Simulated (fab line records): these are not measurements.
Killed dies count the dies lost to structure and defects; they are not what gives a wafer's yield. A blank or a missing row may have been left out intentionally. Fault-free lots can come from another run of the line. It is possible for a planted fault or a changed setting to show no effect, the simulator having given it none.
fab line records || flow nand-harc
[record] {"lots": 6, "wafers": 18, "last-day": 34}
route steps=1302 shown A_SOURCE_PLATE@414 A_ONON_D1@424 END@1302
lots that met no fault: from a run of the same line without faults
start-h: hours from the record's opening day to when the first of the lot's shown wafers began || wait-h: how many hours have passed since the lot's step before this one || " repeats the value in the row above || L1.1+2: several wafers, shown together as one row || - no value present, or no start provided || * or withheld: withheld || < > ~ a bound
route shown NAME@n: NAME is a module with steps in the file, n the number in the route of the first one || usual: average and standard deviation across the fault-free wafers || same: alike in all rows || chamber/n: place in a boat || sites: each site's reading || _std_site: standard deviation across them || _edge_site: mean of outer sites minus mean of inner sites || radius-mm: how far each site lies from the wafer's centre || mask NAME#n: copy n || behind: the most recent tool/chamber to have shaped the wafer || hold: what put the lot on hold/how long, in hours/how the hold closed || device: whichever transistor did not switch (one of n, p or np) || end of line: the route-end tests of the same wafers || for a step that has no rows: nothing shown but its recipe || killed: dies that structure and defects cost at the first sort, which is not the same as the wafer's yield || map: a wafer's dies, x killed, . not, _ none there
set.NAME: setting as actually run; set.NAME@STEP: the setting as run at that earlier step || model.NAME: the simulator's own value behind a step, which no gauge read
a table for each step, a row for each wafer; lots at some steps of the route
services: when a tool's chamber went out of use (start-h, in hours from the record's first day, below 0 if earlier), for how many hours, and the reason
[[steps]]
[step NHARC_A_SOURCE_PLATE_SRD_01]
[step NHARC_A_SOURCE_PLATE_OXIDE_02]
[recipe] {"target-thk-a": 100, "temp-c": 900, "ox-time-s": 1362, "material": "SiO2"}
[step NHARC_A_SOURCE_PLATE_THK_MEAS_09]
[recipe] {"thk-meas-gauge": "ellipsometry"}
[usual] {"thk-nm": "9.8/1.1"}
{"lot.wafer": "L446.1", "tool": "film-metro-01", "chamber": "-", "start-h": 162.96, "wait-h": 0.4, "thk-nm": 11.1}
{"lot.wafer": "L446.3", "tool": "film-metro-01", "chamber": "-", "start-h": 162.96, "wait-h": 0.4, "thk-nm": 11.2}
{"lot.wafer": "L446.6", "tool": "film-metro-01", "chamber": "-", "start-h": 162.96, "wait-h": 0.4, "thk-nm": 9.0}
{"lot.wafer": "L448.2", "tool": "film-metro-01", "chamber": "-", "start-h": 181.91, "wait-h": 0.4, "thk-nm": 9.7}
{"lot.wafer": "L448.3", "tool": "film-metro-01", "chamber": "-", "start-h": 181.91, "wait-h": 0.4, "thk-nm": 9.2}
{"lot.wafer": "L448.6", "tool": "film-metro-01", "chamber": "-", "start-h": 181.91, "wait-h": 0.4, "thk-nm": 7.0}
{"lot.wafer": "L451.1", "tool": "film-metro-02", "chamber": "-", "start-h": 207.17, "wait-h": 0.4, "thk-nm": 12.3}
{"lot.wafer": "L451.5", "tool": "film-metro-02", "chamber": "-", "start-h": 207.17, "wait-h": 0.4, "thk-nm": 10.8}
{"lot.wafer": "L451.6", "tool": "film-metro-02", "chamber": "-", "start-h": 207.17, "wait-h": 0.4, "thk-nm": 10.0}
{"lot.wafer": "L464.1", "tool": "film-metro-01", "chamber": "-", "start-h": 343.96, "wait-h": 0.4, "thk-nm": 9.3}
{"lot.wafer": "L464.3", "tool": "film-metro-01", "chamber": "-", "start-h": 343.96, "wait-h": 0.4, "thk-nm": 9.7}
{"lot.wafer": "L464.6", "tool": "film-metro-01", "chamber": "-", "start-h": 343.96, "wait-h": 0.4, "thk-nm": 9.0}
{"lot.wafer": "L467.2", "tool": "film-metro-01", "chamber": "-", "start-h": 367.85, "wait-h": 0.4, "thk-nm": 9.5}
{"lot.wafer": "L467.5", "tool": "film-metro-01", "chamber": "-", "start-h": 367.85, "wait-h": 0.4, "thk-nm": 10.3}
{"lot.wafer": "L467.6", "tool": "film-metro-01", "chamber": "-", "start-h": 367.85, "wait-h": 0.4, "thk-nm": 9.1}
{"lot.wafer": "L468.2", "tool": "film-metro-01", "chamber": "-", "start-h": 382.46, "wait-h": 0.4, "thk-nm": 9.7}
{"lot.wafer": "L468.3", "tool": "film-metro-01", "chamber": "-", "start-h": 382.46, "wait-h": 0.4, "thk-nm": 7.5}
{"lot.wafer": "L468.6", "tool": "film-metro-01", "chamber": "-", "start-h": 382.46, "wait-h": 0.4, "thk-nm": 8.6}
[step NHARC_A_SOURCE_PLATE_PVD_04]
[recipe] {"target-thk-a": 500, "material": "WSi2"}
[step NHARC_A_SOURCE_PLATE_CVD_03]
[recipe] {"target-thk-a": 2000, "temp-c": 620, "pressure-mtorr": 200, "time-s": 4000, "material": "poly-Si"}
[step NHARC_A_SOURCE_PLATE_ANNEAL_05]
[recipe] {"temp-c": 850, "time-s": 1800}
[step NHARC_A_SOURCE_PLATE_THK_MEAS_06]
[recipe] {"thk-meas-gauge": "ellipsometry"}
[usual] {"thk-nm": "199.2/1.9"}
{"lot.wafer": "L446.1", "tool": "film-metro-02", "chamber": "-", "start-h": 175.97, "wait-h": 0.4, "thk-nm": 198.7}
{"lot.wafer": "L446.3", "tool": "film-metro-02", "chamber": "-", "start-h": 175.97, "wait-h": 0.4, "thk-nm": 200.8}
{"lot.wafer": "L446.6", "tool": "film-metro-02", "chamber": "-", "start-h": 175.97, "wait-h": 0.4, "thk-nm": 200.1}
{"lot.wafer": "L448.2", "tool": "film-metro-01", "chamber": "-", "start-h": 194.94, "wait-h": 0.4, "thk-nm": 200.5}
{"lot.wafer": "L448.3", "tool": "film-metro-01", "chamber": "-", "start-h": 194.94, "wait-h": 0.4, "thk-nm": 201.0}
{"lot.wafer": "L448.6", "tool": "film-metro-01", "chamber": "-", "start-h": 194.94, "wait-h": 0.4, "thk-nm": 200.7}
{"lot.wafer": "L451.1", "tool": "film-metro-01", "chamber": "-", "start-h": 221.17, "wait-h": 0.4, "thk-nm": 197.9}
{"lot.wafer": "L451.5", "tool": "film-metro-01", "chamber": "-", "start-h": 221.17, "wait-h": 0.4, "thk-nm": 200.5}
{"lot.wafer": "L451.6", "tool": "film-metro-01", "chamber": "-", "start-h": 221.17, "wait-h": 0.4, "thk-nm": 200.0}
{"lot.wafer": "L464.1", "tool": "film-metro-02", "chamber": "-", "start-h": 359.44, "wait-h": 0.4, "thk-nm": 201.5}
{"lot.wafer": "L464.3", "tool": "film-metro-02", "chamber": "-", "start-h": 359.44, "wait-h": 0.4, "thk-nm": 200.5}
{"lot.wafer": "L464.6", "tool": "film-metro-02", "chamber": "-", "start-h": 359.44, "wait-h": 0.4, "thk-nm": 199.3}
{"lot.wafer": "L467.2", "tool": "film-metro-01", "chamber": "-", "start-h": 380.76, "wait-h": 0.4, "thk-nm": 196.1}
{"lot.wafer": "L467.5", "tool": "film-metro-01", "chamber": "-", "start-h": 380.76, "wait-h": 0.4, "thk-nm": 196.7}
{"lot.wafer": "L467.6", "tool": "film-metro-01", "chamber": "-", "start-h": 380.76, "wait-h": 0.4, "thk-nm": 197.8}
{"lot.wafer": "L468.2", "tool": "film-metro-02", "chamber": "-", "start-h": 397.71, "wait-h": 0.4, "thk-nm": 198.9}
{"lot.wafer": "L468.3", "tool": "film-metro-02", "chamber": "-", "start-h": 397.71, "wait-h": 0.4, "thk-nm": 199.6}
{"lot.wafer": "L468.6", "tool": "film-metro-02", "chamber": "-", "start-h": 397.71, "wait-h": 0.4, "thk-nm": 196.6}
[step NHARC_A_SOURCE_PLATE_INSPECT_08]
[usual] {"raw-defect-count": "64/29"}
{"lot.wafer": "L446.1", "tool": "defect-inspect-02", "chamber": "-", "start-h": 176.03, "wait-h": 0.0, "raw-defect-count": 37}
{"lot.wafer": "L446.3", "tool": "defect-inspect-02", "chamber": "-", "start-h": 176.03, "wait-h": 0.0, "raw-defect-count": 67}
{"lot.wafer": "L446.6", "tool": "defect-inspect-02", "chamber": "-", "start-h": 176.03, "wait-h": 0.0, "raw-defect-count": 35}
{"lot.wafer": "L448.2", "tool": "defect-inspect-01", "chamber": "-", "start-h": 195.04, "wait-h": 0.1, "raw-defect-count": 46}
{"lot.wafer": "L448.3", "tool": "defect-inspect-01", "chamber": "-", "start-h": 195.04, "wait-h": 0.1, "raw-defect-count": 24}
{"lot.wafer": "L448.6", "tool": "defect-inspect-01", "chamber": "-", "start-h": 195.04, "wait-h": 0.1, "raw-defect-count": 20}
{"lot.wafer": "L451.1", "tool": "defect-inspect-01", "chamber": "-", "start-h": 221.27, "wait-h": 0.0, "raw-defect-count": 38}
{"lot.wafer": "L451.5", "tool": "defect-inspect-01", "chamber": "-", "start-h": 221.27, "wait-h": 0.0, "raw-defect-count": 54}
{"lot.wafer": "L451.6", "tool": "defect-inspect-01", "chamber": "-", "start-h": 221.27, "wait-h": 0.0, "raw-defect-count": 65}
{"lot.wafer": "L464.1", "tool": "defect-inspect-02", "chamber": "-", "start-h": 359.53, "wait-h": 0.0, "raw-defect-count": 100}
{"lot.wafer": "L464.3", "tool": "defect-inspect-02", "chamber": "-", "start-h": 359.53, "wait-h": 0.0, "raw-defect-count": 61}
{"lot.wafer": "L464.6", "tool": "defect-inspect-02", "chamber": "-", "start-h": 359.53, "wait-h": 0.0, "raw-defect-count": 68}
{"lot.wafer": "L467.2", "tool": "defect-inspect-02", "chamber": "-", "start-h": 380.83, "wait-h": 0.0, "raw-defect-count": 51}
{"lot.wafer": "L467.5", "tool": "defect-inspect-02", "chamber": "-", "start-h": 380.83, "wait-h": 0.0, "raw-defect-count": 49}
{"lot.wafer": "L467.6", "tool": "defect-inspect-02", "chamber": "-", "start-h": 380.83, "wait-h": 0.0, "raw-defect-count": 100}
{"lot.wafer": "L468.2", "tool": "defect-inspect-01", "chamber": "-", "start-h": 397.79, "wait-h": 0.0, "raw-defect-count": 38}
{"lot.wafer": "L468.3", "tool": "defect-inspect-01", "chamber": "-", "start-h": 397.79, "wait-h": 0.0, "raw-defect-count": 36}
{"lot.wafer": "L468.6", "tool": "defect-inspect-01", "chamber": "-", "start-h": 397.79, "wait-h": 0.0, "raw-defect-count": 22}
[step NHARC_A_ONON_D1_DEP_00]
[recipe] {"target-thk-a": 10000, "n2-flow-sccm": 2750, "n2o-flow-sccm": 2000, "nh3-flow-sccm": 500, "sih4-flow-sccm": 210, "temp-c": 400}
[step NHARC_A_ONON_D1_THK_MEAS_02]
[recipe] {"thk-meas-gauge": "ellipsometry"}
[usual] {"thk-nm": "999/8.3"}
{"lot.wafer": "L446.1", "tool": "film-metro-02", "chamber": "-", "start-h": 176.61, "wait-h": "-", "thk-nm": 988}
{"lot.wafer": "L446.3", "tool": "film-metro-02", "chamber": "-", "start-h": 176.61, "wait-h": "-", "thk-nm": 987}
{"lot.wafer": "L446.6", "tool": "film-metro-02", "chamber": "-", "start-h": 176.61, "wait-h": "-", "thk-nm": 988}
{"lot.wafer": "L448.2", "tool": "film-metro-01", "chamber": "-", "start-h": 195.62, "wait-h": "-", "thk-nm": 1003}
{"lot.wafer": "L448.3", "tool": "film-metro-01", "chamber": "-", "start-h": 195.62, "wait-h": "-", "thk-nm": 1003}
{"lot.wafer": "L448.6", "tool": "film-metro-01", "chamber": "-", "start-h": 195.62, "wait-h": "-", "thk-nm": 1004}
{"lot.wafer": "L451.1", "tool": "film-metro-01", "chamber": "-", "start-h": 221.85, "wait-h": "-", "thk-nm": 996}
{"lot.wafer": "L451.5", "tool": "film-metro-01", "chamber": "-", "start-h": 221.85, "wait-h": "-", "thk-nm": 997}
{"lot.wafer": "L451.6", "tool": "film-metro-01", "chamber": "-", "start-h": 221.85, "wait-h": "-", "thk-nm": 997}
{"lot.wafer": "L464.1", "tool": "film-metro-02", "chamber": "-", "start-h": 360.10, "wait-h": "-", "thk-nm": 1005}
{"lot.wafer": "L464.3", "tool": "film-metro-02", "chamber": "-", "start-h": 360.10, "wait-h": "-", "thk-nm": 1003}
{"lot.wafer": "L464.6", "tool": "film-metro-02", "chamber": "-", "start-h": 360.10, "wait-h": "-", "thk-nm": 1004}
{"lot.wafer": "L467.2", "tool": "film-metro-01", "chamber": "-", "start-h": 381.41, "wait-h": "-", "thk-nm": 989}
{"lot.wafer": "L467.5", "tool": "film-metro-01", "chamber": "-", "start-h": 381.41, "wait-h": "-", "thk-nm": 989}
{"lot.wafer": "L467.6", "tool": "film-metro-01", "chamber": "-", "start-h": 381.41, "wait-h": "-", "thk-nm": 989}
{"lot.wafer": "L468.2", "tool": "film-metro-02", "chamber": "-", "start-h": 398.37, "wait-h": "-", "thk-nm": 992}
{"lot.wafer": "L468.3", "tool": "film-metro-02", "chamber": "-", "start-h": 398.37, "wait-h": "-", "thk-nm": 992}
{"lot.wafer": "L468.6", "tool": "film-metro-02", "chamber": "-", "start-h": 398.37, "wait-h": "-", "thk-nm": 992}
[step NHARC_A_ONON_D1_DEP_03]
[recipe] {"target-thk-a": 10000, "n2-flow-sccm": 2750, "n2o-flow-sccm": 2000, "nh3-flow-sccm": 500, "sih4-flow-sccm": 210, "temp-c": 400}
[usual] {"n2-flow-sccm": "2753/8.8"}
{"lot.wafer": "L446.1", "tool": "pecvd-onon-02", "chamber": 0, "start-h": 176.67, "wait-h": 0.1, "n2-flow-sccm": 2752}
{"lot.wafer": "L446.3", "tool": "pecvd-onon-02", "chamber": 0, "start-h": 176.67, "wait-h": 0.1, "n2-flow-sccm": 2745}
{"lot.wafer": "L446.6", "tool": "pecvd-onon-02", "chamber": 0, "start-h": 176.67, "wait-h": 0.1, "n2-flow-sccm": 2755}
{"lot.wafer": "L448.2", "tool": "pecvd-onon-03", "chamber": 0, "start-h": 195.74, "wait-h": 0.1, "n2-flow-sccm": 2760}
{"lot.wafer": "L448.3", "tool": "pecvd-onon-03", "chamber": 0, "start-h": 195.74, "wait-h": 0.1, "n2-flow-sccm": 2771}
{"lot.wafer": "L448.6", "tool": "pecvd-onon-03", "chamber": 0, "start-h": 195.74, "wait-h": 0.1, "n2-flow-sccm": 2758}
{"lot.wafer": "L451.1", "tool": "pecvd-onon-02", "chamber": 0, "start-h": 221.90, "wait-h": 0.1, "n2-flow-sccm": 2741}
{"lot.wafer": "L451.5", "tool": "pecvd-onon-02", "chamber": 0, "start-h": 221.90, "wait-h": 0.1, "n2-flow-sccm": 2746}
{"lot.wafer": "L451.6", "tool": "pecvd-onon-02", "chamber": 0, "start-h": 221.90, "wait-h": 0.1, "n2-flow-sccm": 2743}
{"lot.wafer": "L464.1", "tool": "pecvd-onon-03", "chamber": 0, "start-h": 360.16, "wait-h": 0.1, "n2-flow-sccm": 2759}
{"lot.wafer": "L464.3", "tool": "pecvd-onon-03", "chamber": 0, "start-h": 360.16, "wait-h": 0.1, "n2-flow-sccm": 2755}
{"lot.wafer": "L464.6", "tool": "pecvd-onon-03", "chamber": 0, "start-h": 360.16, "wait-h": 0.1, "n2-flow-sccm": 2758}
{"lot.wafer": "L467.2", "tool": "pecvd-onon-03", "chamber": 0, "start-h": 381.52, "wait-h": 0.1, "n2-flow-sccm": 2741}
{"lot.wafer": "L467.5", "tool": "pecvd-onon-03", "chamber": 0, "start-h": 381.52, "wait-h": 0.1, "n2-flow-sccm": 2743}
{"lot.wafer": "L467.6", "tool": "pecvd-onon-03", "chamber": 0, "start-h": 381.52, "wait-h": 0.1, "n2-flow-sccm": 2735}
{"lot.wafer": "L468.2", "tool": "pecvd-onon-01", "chamber": 0, "start-h": 398.48, "wait-h": 0.1, "n2-flow-sccm": 2748}
{"lot.wafer": "L468.3", "tool": "pecvd-onon-01", "chamber": 0, "start-h": 398.48, "wait-h": 0.1, "n2-flow-sccm": 2754}
{"lot.wafer": "L468.6", "tool": "pecvd-onon-01", "chamber": 0, "start-h": 398.48, "wait-h": 0.1, "n2-flow-sccm": 2756}
[step NHARC_A_ONON_D1_THK_MEAS_05]
[recipe] {"thk-meas-gauge": "ellipsometry"}
[usual] {"thk-nm": "998/10"}
{"lot.wafer": "L446.1", "tool": "film-metro-01", "chamber": "-", "start-h": 177.18, "wait-h": "-", "thk-nm": 1005}
{"lot.wafer": "L446.3", "tool": "film-metro-01", "chamber": "-", "start-h": 177.18, "wait-h": "-", "thk-nm": 1006}
{"lot.wafer": "L446.6", "tool": "film-metro-01", "chamber": "-", "start-h": 177.18, "wait-h": "-", "thk-nm": 1005}
{"lot.wafer": "L448.2", "tool": "film-metro-02", "chamber": "-", "start-h": 196.19, "wait-h": "-", "thk-nm": 1006}
{"lot.wafer": "L448.3", "tool": "film-metro-02", "chamber": "-", "start-h": 196.19, "wait-h": "-", "thk-nm": 1005}
{"lot.wafer": "L448.6", "tool": "film-metro-02", "chamber": "-", "start-h": 196.19, "wait-h": "-", "thk-nm": 1005}
{"lot.wafer": "L451.1", "tool": "film-metro-01", "chamber": "-", "start-h": 222.41, "wait-h": "-", "thk-nm": 988}
{"lot.wafer": "L451.5", "tool": "film-metro-01", "chamber": "-", "start-h": 222.41, "wait-h": "-", "thk-nm": 987}
{"lot.wafer": "L451.6", "tool": "film-metro-01", "chamber": "-", "start-h": 222.41, "wait-h": "-", "thk-nm": 991}
{"lot.wafer": "L464.1", "tool": "film-metro-01", "chamber": "-", "start-h": 360.69, "wait-h": "-", "thk-nm": 998}
{"lot.wafer": "L464.3", "tool": "film-metro-01", "chamber": "-", "start-h": 360.69, "wait-h": "-", "thk-nm": 1493}
{"lot.wafer": "L464.6", "tool": "film-metro-01", "chamber": "-", "start-h": 360.69, "wait-h": "-", "thk-nm": 1495}
{"lot.wafer": "L467.2", "tool": "film-metro-01", "chamber": "-", "start-h": 381.98, "wait-h": "-", "thk-nm": 979}
{"lot.wafer": "L467.5", "tool": "film-metro-01", "chamber": "-", "start-h": 381.98, "wait-h": "-", "thk-nm": 981}
{"lot.wafer": "L467.6", "tool": "film-metro-01", "chamber": "-", "start-h": 381.98, "wait-h": "-", "thk-nm": 1479}
{"lot.wafer": "L468.2", "tool": "film-metro-02", "chamber": "-", "start-h": 398.94, "wait-h": "-", "thk-nm": 995}
{"lot.wafer": "L468.3", "tool": "film-metro-02", "chamber": "-", "start-h": 398.94, "wait-h": "-", "thk-nm": 996}
{"lot.wafer": "L468.6", "tool": "film-metro-02", "chamber": "-", "start-h": 398.94, "wait-h": "-", "thk-nm": 995}
[step NHARC_A_ONON_D1_DEP_06]
[recipe] {"target-thk-a": 10000, "n2-flow-sccm": 2750, "n2o-flow-sccm": 2000, "nh3-flow-sccm": 500, "sih4-flow-sccm": 210, "temp-c": 400}
[step NHARC_END_SORT_01]
[recipe] {"temp-c": 25}
[usual] {"killed-at-array": "56/17", "killed-at-other": "1.2/1.4", "killed-at-periphery": "4/3.2", "killed-dies": "61/16", "killed-open": "3.6/2.1", "killed-short": "2.7/1.8"}
[same] {"gross-dies": 677}
{"lot.wafer": "L464.3", "tool": "prober-02", "chamber": 0, "start-h": 766.56, "wait-h": 3.1, "killed-at-array": 676, "killed-at-other": 0, "killed-at-periphery": 1, "killed-dies": 677, "killed-open": 1, "killed-short": 2}
{"lot.wafer": "L464.6", "tool": "prober-02", "chamber": 0, "start-h": 768.93, "wait-h": 4.0, "killed-at-array": 673, "killed-at-other": 0, "killed-at-periphery": 4, "killed-dies": 677, "killed-open": 3, "killed-short": 5}
{"lot.wafer": "L467.2", "tool": "prober-01", "chamber": 0, "start-h": 771.83, "wait-h": 2.8, "killed-at-array": 60, "killed-at-other": 4, "killed-at-periphery": 14, "killed-dies": 78, "killed-open": 4, "killed-short": 5}
{"lot.wafer": "L467.5", "tool": "prober-01", "chamber": 0, "start-h": 774.22, "wait-h": 3.7, "killed-at-array": 64, "killed-at-other": 1, "killed-at-periphery": 10, "killed-dies": 75, "killed-open": 6, "killed-short": 3}
{"lot.wafer": "L467.6", "tool": "prober-01", "chamber": 0, "start-h": 775.02, "wait-h": 4.0, "killed-at-array": 668, "killed-at-other": 4, "killed-at-periphery": 5, "killed-dies": 677, "killed-open": 2, "killed-short": 1}
// killed by level:class
L464.3 A_ONON_D1:area-dep=655 A_CHANNEL_HOLE_D1:chamber-film-flake=10 A_CHANNEL_FILL_D2:chamber-film-flake=2 A_SLIT:chamber-film-flake=2 A_SGD_CUT:geometric-particle:short=1 A_WL_FILL:geometric-particle:open=1 A_WL_FILL:geometric-particle:short=1 P_BONDPAD:chamber-film-flake=1
L464.6 A_ONON_D1:area-dep=642 A_CHANNEL_HOLE_D1:chamber-film-flake=13 A_SLIT:chamber-film-flake=6 A_CHANNEL_FILL_D2:geometric-particle:open=2 A_CONTACT:chamber-film-flake=2 P_CONTACT:geometric-particle:open=1 A_CHANNEL_FILL_D1:geometric-particle:short=1 A_DECK1_JOINT:geometric-particle:short=1
L467.2 A_SLIT:chamber-film-flake=25 A_CHANNEL_HOLE_D1:chamber-film-flake=16 P_STI:chamber-film-flake=8 A_CONTACT:chamber-film-flake=4 THIN_TSV:chamber-film-flake=4 P_GATE:chamber-film-flake=3 A_CHANNEL_FILL_D2:chamber-film-flake=3 A_STAIRCASE:chamber-film-flake=3
L467.5 A_SLIT:chamber-film-flake=28 A_CHANNEL_HOLE_D1:chamber-film-flake=21 P_STI:chamber-film-flake=4 P_ZERO_WELL:chamber-film-flake=3 P_GATE:chamber-film-flake=3 A_ONON_D1:geometric-particle:open=2 A_CHANNEL_FILL_D1:geometric-particle:short=2 A_DECK1_JOINT:chamber-film-flake=2
L467.6 A_ONON_D1:area-dep=618 A_SLIT:chamber-film-flake=25 A_CHANNEL_HOLE_D1:chamber-film-flake=9 A_CONTACT:chamber-film-flake=7 A_CHANNEL_FILL_D2:chamber-film-flake=5 THIN_TSV:chamber-film-flake=4 P_STI:chamber-film-flake=3 P_GATE:chamber-film-flake=2
// map L464.3 (x killed, . not)
____________x____________
_________xxxxxxx_________
_______xxxxxxxxxxx_______
______xxxxxxxxxxxxx______
_____xxxxxxxxxxxxxxx_____
____xxxxxxxxxxxxxxxxx____
____xxxxxxxxxxxxxxxxx____
___xxxxxxxxxxxxxxxxxxx___
___xxxxxxxxxxxxxxxxxxx___
__xxxxxxxxxxxxxxxxxxxxx__
__xxxxxxxxxxxxxxxxxxxxx__
_xxxxxxxxxxxxxxxxxxxxxxx_
_xxxxxxxxxxxxxxxxxxxxxxx_
_xxxxxxxxxxxxxxxxxxxxxxx_
_xxxxxxxxxxxxxxxxxxxxxxx_
_xxxxxxxxxxxxxxxxxxxxxxx_
xxxxxxxxxxxxxxxxxxxxxxxxx
xxxxxxxxxxxxxxxxxxxxxxxxx
xxxxxxxxxxxxxxxxxxxxxxxxx
xxxxxxxxxxxxxxxxxxxxxxxxx
xxxxxxxxxxxxxxxxxxxxxxxxx
_xxxxxxxxxxxxxxxxxxxxxxx_
_xxxxxxxxxxxxxxxxxxxxxxx_
_xxxxxxxxxxxxxxxxxxxxxxx_
_xxxxxxxxxxxxxxxxxxxxxxx_
_xxxxxxxxxxxxxxxxxxxxxxx_
__xxxxxxxxxxxxxxxxxxxxx__
__xxxxxxxxxxxxxxxxxxxxx__
___xxxxxxxxxxxxxxxxxxx___
___xxxxxxxxxxxxxxxxxxx___
____xxxxxxxxxxxxxxxxx____
____xxxxxxxxxxxxxxxxx____
_____xxxxxxxxxxxxxxx_____
______xxxxxxxxxxxxx______
_______xxxxxxxxxxx_______
_________xxxxxxx_________
____________x____________
// map L467.6 (x killed, . not)
____________x____________
_________xxxxxxx_________
_______xxxxxxxxxxx_______
______xxxxxxxxxxxxx______
_____xxxxxxxxxxxxxxx_____
____xxxxxxxxxxxxxxxxx____
____xxxxxxxxxxxxxxxxx____
___xxxxxxxxxxxxxxxxxxx___
___xxxxxxxxxxxxxxxxxxx___
__xxxxxxxxxxxxxxxxxxxxx__
__xxxxxxxxxxxxxxxxxxxxx__
_xxxxxxxxxxxxxxxxxxxxxxx_
_xxxxxxxxxxxxxxxxxxxxxxx_
_xxxxxxxxxxxxxxxxxxxxxxx_
_xxxxxxxxxxxxxxxxxxxxxxx_
_xxxxxxxxxxxxxxxxxxxxxxx_
xxxxxxxxxxxxxxxxxxxxxxxxx
xxxxxxxxxxxxxxxxxxxxxxxxx
xxxxxxxxxxxxxxxxxxxxxxxxx
xxxxxxxxxxxxxxxxxxxxxxxxx
xxxxxxxxxxxxxxxxxxxxxxxxx
_xxxxxxxxxxxxxxxxxxxxxxx_
_xxxxxxxxxxxxxxxxxxxxxxx_
_xxxxxxxxxxxxxxxxxxxxxxx_
_xxxxxxxxxxxxxxxxxxxxxxx_
_xxxxxxxxxxxxxxxxxxxxxxx_
__xxxxxxxxxxxxxxxxxxxxx__
__xxxxxxxxxxxxxxxxxxxxx__
___xxxxxxxxxxxxxxxxxxx___
___xxxxxxxxxxxxxxxxxxx___
____xxxxxxxxxxxxxxxxx____
____xxxxxxxxxxxxxxxxx____
_____xxxxxxxxxxxxxxx_____
______xxxxxxxxxxxxx______
_______xxxxxxxxxxx_______
_________xxxxxxx_________
____________x____________
[[services]]
{"tool": "pecvd-onon-02", "chamber": "-", "start-h": 185.24, "hours": 13.0, "kind": "pm"}
{"tool": "pecvd-onon-03", "chamber": "-", "start-h": 227.00, "hours": 13.0, "kind": "pm"}
{"tool": "pecvd-onon-01", "chamber": "-", "start-h": 269.00, "hours": 13.0, "kind": "pm"}
{"tool": "pecvd-onon-02", "chamber": "-", "start-h": 341.46, "hours": 2.5, "kind": "repair"}
{"tool": "pecvd-onon-02", "chamber": "-", "start-h": 366.24, "hours": 13.0, "kind": "pm"}
[[key]]
[first-sign] {"step": "NHARC_A_ONON_D1_THK_MEAS_05", "reading": "thk-nm", "direction": "up", "sigmas": 48, "usual": 998, "struck": 1489}
[effect] {"step": "NHARC_END_SORT_01", "reading": "killed-dies", "direction": "up", "sigmas": 37, "usual": 61, "struck": 677}
[more-kills-born-at] {"NHARC_A_ONON_D1_DEP_03@pecvd-onon-03": 1915}
met-at NHARC_A_ONON_D1_DEP_03
struck-wafers L464.3,L464.6,L467.6
later-rows-left-out L464.3,L464.6,L467.6
tester-left-out L464,L467
onset-between 195.74 360.16
[fault] {"kind": "process-parameter-drift", "tool": "pecvd-onon-03", "chamber": "-", "onset-h": 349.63, "steps": "NHARC_A_ONON_D1_DEP_03", "channel": "target-thk-a", "offset": "*", "shape": "step", "end-h": 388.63, "scope": "struck-wafers-only", "acts-in": "*", "stated": "*"}
// tester-left-out: of these lots the tester's yield and bins aren't shown, on N5 and GAA mostly nor the transistor test; their killed dies are dies lost to structure and defects alone, not to doping, threshold or leakage, so they don't give the yield
// later-rows-left-out: the simulator's readings of these wafers behind a module that went badly wrong aren't trusted and aren't shown, but for the sort
